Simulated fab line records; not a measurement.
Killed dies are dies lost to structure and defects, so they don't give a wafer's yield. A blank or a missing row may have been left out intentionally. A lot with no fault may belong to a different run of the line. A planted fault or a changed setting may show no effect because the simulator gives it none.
Split-lot study | flow n5Finfet | on a route of 1938 steps: 7 lots, 21 wafers read

THE SPLIT ITSELF
At N5_MIM_BOT_ETCH_ETCH_04 (etches SiNx in CF4/O2, target depth 26 nm, time 13 s), the setting sourceW was moved away from the recipe's 535 W on 7 of the 21 wafers read, by -14.5% to +13.2%. This setting was run at the recipe's value on the other wafers.

Reading taken at the split's own step.

THE READING
etch.depthNm (the simulator's own value, which no gauge read), in nm, at N5_MIM_BOT_ETCH_ETCH_04 (etches SiNx in CF4/O2, target depth 26 nm, time 13 s). No usual value for it is given in the file. Here, 14 wafers ran the recipe; their average is 26.46 nm with a standard deviation of 0.41 nm.

wafer  | tool, chamber at the split | sourceW as run, W | against the recipe | etch.depthNm, nm | against lot-mates on the recipe
L076.2 | rieDiel-05, 3              | 605.5             | +13.2%             | 30.58            | +3.64
L076.3 | rieDiel-05, 0              | 605.5             | +13.2%             | 28.39            | +1.45
L076.4 | rieDiel-05, 1              | 535               | recipe             | 26.94            | -
L080.1 | rieDiel-06, 1              | 457.2             | -14.5%             | 22.73            | -3.66
L080.4 | rieDiel-06, 3              | 535               | recipe             | 26.21            | -
L080.6 | rieDiel-06, 3              | 535               | recipe             | 26.57            | -
L081.2 | rieDiel-04, 3              | 535               | recipe             | 26.44            | -
L081.4 | rieDiel-04, 1              | 535               | recipe             | 26.29            | -
L081.5 | rieDiel-04, 3              | 575.9             | +7.6%              | 28.43            | +2.06
L082.1 | rieDiel-06, 3              | 535               | recipe             | 26.53            | -
L082.2 | rieDiel-06, 0              | 571.7             | +6.9%              | 27.6             | +0.80
L082.6 | rieDiel-06, 2              | 535               | recipe             | 27.07            | -
L088.2 | rieDiel-05, 1              | 535               | recipe             | 27.09            | -
L088.5 | rieDiel-05, 2              | 535               | recipe             | 26.03            | -
L088.6 | rieDiel-05, 3              | 535               | recipe             | 27.1             | -
L097.2 | rieDiel-05, 0              | 535               | recipe             | 26.21            | -
L097.4 | rieDiel-05, 3              | 487.7             | -8.8%              | 25.74            | -0.47
L097.5 | rieDiel-05, 1              | 487.7             | -8.8%              | 25.26            | -0.95
L095.2 | rieDiel-04, 1              | 535               | recipe             | 26.12            | -
L095.3 | rieDiel-04, 0              | 535               | recipe             | 25.97            | -
L095.4 | rieDiel-04, 2              | 535               | recipe             | 25.93            | -

FIT RESULTS
A straight line over all 21 wafers: etch.depthNm changes by +0.211 nm for each +1% of sourceW; r = +0.91; the points scatter about the line by 0.62 nm.
The same after taking each lot's own level away (the mean of its wafers on the recipe; 21 wafers): +0.187 nm for each +1%; r = +0.90; scatter 0.6 nm.
According to that fit, moving sourceW by its largest amount changes the reading by 2.7 nm.
From 26.007 to 26.940 nm: that is the span of the lots' own levels, equal to 2.3 times the standard deviation above.
So the lot-to-lot level changes the slope: the two fits differ.
Check: -2.19 nm against its lot-mates is what the line predicts for one of the wafers moved furthest among these (-14.5%) when that wafer is left out of the fit. Against them it came out at -3.66 nm.

OTHER SPLITS ON THESE WAFERS
These wafers also went through other splits before the reading. Each is held against what the fit with the lots' levels taken away leaves over:
other split on the same wafers | wafers away from the commonest value | r with etch.depthNm (lot level and that fit taken away)
N5_BEOL_M12_EXPOSE_07 doseMj   | 9                                    | +0.26
N5_BEOL_M12_ETCH_67 sourceW    | 3                                    | +0.10
N5_BEOL_M14_ILD_DEP_00 timeS   | 3                                    | -0.35
N5_BEOL_M14_EXPOSE_07 doseMj   | 7                                    | -0.06
N5_BEOL_M14_SPUTTER_44 timeS   | 7                                    | +0.15
N5_MIM_BOT_SPUTTER_00 timeS    | 12                                   | -0.28

FILE'S OWN FIT
etch.depthNm changes by +0.201 nm for each +1% of sourceW, r = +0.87.
